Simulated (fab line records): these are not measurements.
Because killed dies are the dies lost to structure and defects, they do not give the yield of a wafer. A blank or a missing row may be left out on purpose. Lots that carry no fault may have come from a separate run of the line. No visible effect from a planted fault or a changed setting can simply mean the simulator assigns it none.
A struck lot beside a sound one    flow nand_harc    15 out of 1302 route steps
Sound: these wafers, L465.1, L465.3, L465.6. Struck: wafers L473.1, L473.4, L473.6. Last of all comes the cause.
Each step with rows lists, per side, the tool, then ch with its chambers, then its first start. Under that, the readings that differ: sound wafers    struck wafers    difference of the means    sigmas: that difference in standard deviations of wafers without a fault.
alike: same words and numbers on both sides, and readings whose means sit less than 2 such deviations apart. not compared: any withheld reading, any reading some wafer has no value for, any bound like >300 that may hide the same value, and any number with overlapping values for which the record gives no deviation.
The two part at a step that has a row with sigmas, a row that says differs or no value, or rows on one side only. Non-overlapping numbers with no deviation appear without sigmas and do not part them. A reading that every wafer of one side lacks parts them only if that side has two wafers or more.

first, 1 step without rows for these wafers: NHARC_THIN_TSV_DESCUM_14 (chemistry O2, time 3 s).
NHARC_THIN_TSV_ETCH_44: etches the open film in CF4/O2, target depth 1594.2 nm, time 797.1 s.
  sound on rie_diel-05 ch 0,1,2, day 28 06:58; struck on rie_diel-10 ch 2,3, day 32 03:24
  alike: drypump_motor_current_A, oes_product_au, rf_vpp_V, showerhead_plenum_p_Torr, throttle_valve_pct
  not compared: rf_hours_counter_h
then, 1 step without rows for these wafers: NHARC_THIN_TSV_ETCH_15 (target depth 3000 nm, bosch target overetch cycles 2, bosch etch step 2.8 s).
NHARC_THIN_TSV_CD_MEAS_16:
  sound on cd_sem-01, day 28 07:35; struck on cd_sem-01, day 32 04:14
  alike: cd_nm
NHARC_THIN_TSV_STRIP_45: strips in O2.
  sound on plasma_asher-02 ch 0,1, day 28 07:43; struck on plasma_asher-01 ch 0,1, day 32 04:19
  alike: drypump_motor_current_A, heater_power_w
  not compared: rf_hours_counter_h
then, 1 step without rows for these wafers: NHARC_THIN_TSV_STRIP_46 (strips in post etch residue remover, time 1200 s).
NHARC_THIN_TSV_DEP_47: deposits SiO2, target thk 200 nm.
  sound on pecvd-01 ch 0,1, day 28 08:31; struck on pecvd-01 ch 0,1, day 32 05:10
  alike: throttle_valve_pct
then, 3 steps without rows for these wafers: NHARC_THIN_TSV_ETCHBACK_48 (etches the open film in C4F8/Ar, target depth 1028.5 nm, time 405.17 s); NHARC_THIN_TSV_STRIP_62 (strips in N2/H2, time 20 s); NHARC_THIN_TSV_DEGAS_49 (time 120 s).
NHARC_THIN_TSV_PRE_CLEAN_50: time 30 s.
  sound on pvd_sputter-02; struck on pvd_sputter-02
  alike: heater_power_w
NHARC_THIN_TSV_PVD_19: deposits TaN, target thk 20 nm.
  sound on pvd_sputter-02; struck on pvd_sputter-02
  alike: chamber_pressure_pa, throttle_valve_pct
NHARC_THIN_TSV_PVD_51: deposits Cu, target thk 100 nm.
  sound on pvd_sputter-02, day 28 09:43; struck on pvd_sputter-02, day 32 06:19
  no value came back on the struck wafers for chamber_pressure_pa (Pa), throttle_valve_pct (%); on the sound wafers chamber_pressure_pa (Pa) reads 5.002 4.986 4.997
then, 1 step without rows for these wafers: NHARC_THIN_TSV_ECD_20 (material Cu, target thk 2000 nm).
NHARC_END_SORT_01:
  sound on prober-02 ch 0, day 28 21:35; struck on prober-01 ch 0, day 32 21:13
reading                   sound     struck       difference  sigmas
defect_limited_yield (%)  95 95 95  0 0 0        -95         -23
killed_at_other           3 1 0     644 645 651  +645        +99 or more
killed_dies               34 36 31  677 677 677  +643        +23
  alike: killed_at_array, killed_at_periphery, killed_open, killed_short

== WHERE THEY PART ==
Earliest at NHARC_THIN_TSV_PVD_51; latest, in this record, at NHARC_END_SORT_01.

WHY: what had been put in by the simulator
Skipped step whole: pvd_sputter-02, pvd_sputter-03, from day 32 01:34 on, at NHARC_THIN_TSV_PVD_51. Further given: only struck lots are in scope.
